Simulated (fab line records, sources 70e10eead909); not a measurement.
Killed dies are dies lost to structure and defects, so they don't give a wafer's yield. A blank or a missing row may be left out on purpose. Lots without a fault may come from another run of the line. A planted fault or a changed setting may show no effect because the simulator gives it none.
Chamber matching | flow nand_harc | NHARC_A_STAIRCASE_TRIM_229 on rie_diel-01: 4 sister chambers
The step chemistry O2, time 211.2 s. 18 wafers are shown with their chamber, then 9 later ones without.

WAFERS WITH THEIR CHAMBER
wafer  | chamber | showerhead_plenum_p_Torr (Torr) | oes_product_au (a.u.) | rf_vpp_V (V)
L074.3 | 3       | 3.42                            | 0.997                 | 58.8
L074.4 | 0       | 3.26                            | 1.007                 | 56.7
L074.5 | 0       | 3.26                            | 0.999                 | 59.2
L079.2 | 1       | 3.57                            | 1.000                 | 58.4
L079.5 | 0       | 3.80                            | 0.991                 | 59.0
L079.6 | 1       | 3.57                            | 1.010                 | 57.7
L083.1 | 2       | 3.30                            | 1.018                 | 56.2
L083.3 | 3       | 3.41                            | 0.983                 | 57.6
L083.4 | 0       | 3.79                            | 1.002                 | 56.1
L085.3 | 3       | 3.41                            | 1.000                 | 57.9
L085.4 | 1       | 3.56                            | 1.018                 | 58.5
L085.5 | 1       | 3.56                            | 1.023                 | 56.1
L089.2 | 0       | 3.79                            | 0.998                 | 58.0
L089.3 | 2       | 3.29                            | 1.007                 | 57.1
L089.6 | 1       | 3.56                            | 1.003                 | 58.0
L090.1 | 3       | 3.40                            | 0.992                 | 58.2
L090.3 | 1       | 3.55                            | 1.012                 | 57.6
L090.6 | 1       | 3.55                            | 1.007                 | 58.1

SIGNATURES (means of the wafers above)
reading                  | chamber 0 | chamber 1 | chamber 2 | chamber 3 | scatter within a chamber
showerhead_plenum_p_Torr | 3.5800    | 3.5600    | 3.2950    | 3.4100    | 0.156
oes_product_au           | 0.99940   | 1.01043   | 1.01250   | 0.99300   | 0.00736
rf_vpp_V                 | 57.800    | 57.771    | 56.650    | 58.125    | 0.95
Rule: a wafer's distance from a chamber is the root of the sum, over the readings, of the square of ((its reading less the chamber's mean) divided by the reading's scatter). The wafer belongs to the nearest chamber; if the next one is less than 2 further off, it can't be placed. The scatter: the root of (the sum of the squares of (reading less its chamber's mean) over the shown wafers, divided by (wafers less chambers)).

WAFERS WITHOUT THEIR CHAMBER
wafer  | showerhead_plenum_p_Torr (Torr) | oes_product_au (a.u.) | rf_vpp_V (V)
L092.3 | 3.29                            | 1.007                 | 57.2
L092.4 | 3.40                            | 0.985                 | 58.3
L092.6 | 3.78                            | 0.993                 | 58.0
L093.2 | 3.78                            | 1.013                 | 59.2
L093.4 | 3.28                            | 1.021                 | 57.2
L093.5 | 3.78                            | 1.012                 | 58.6
L097.1 | 3.54                            | 1.001                 | 58.5
L097.2 | 3.39                            | 0.983                 | 57.0
L097.5 | 3.81                            | 1.014                 | 59.0

WHICH CHAMBER EACH WENT THROUGH
wafer  | from the rows above               | in truth
L092.3 | can't be placed: 2 or 1 or 0 or 3 | 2
L092.4 | can't be placed: 3 or 0           | 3
L092.6 | can't be placed: 0 or 3 or 1      | 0
L093.2 | can't be placed: 1 or 0 or 3      | 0
L093.4 | can't be placed: 2 or 1           | 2
L093.5 | can't be placed: 1 or 0 or 3      | 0
L097.1 | can't be placed: 0 or 3 or 1      | 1
L097.2 | can't be placed: 3 or 0           | 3
L097.5 | can't be placed: 1 or 0 or 3      | 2
Placed correctly: 0 of 9. Can't be placed from these rows: 9 (the true chamber is among the candidates in 8). Placed wrongly: 0.
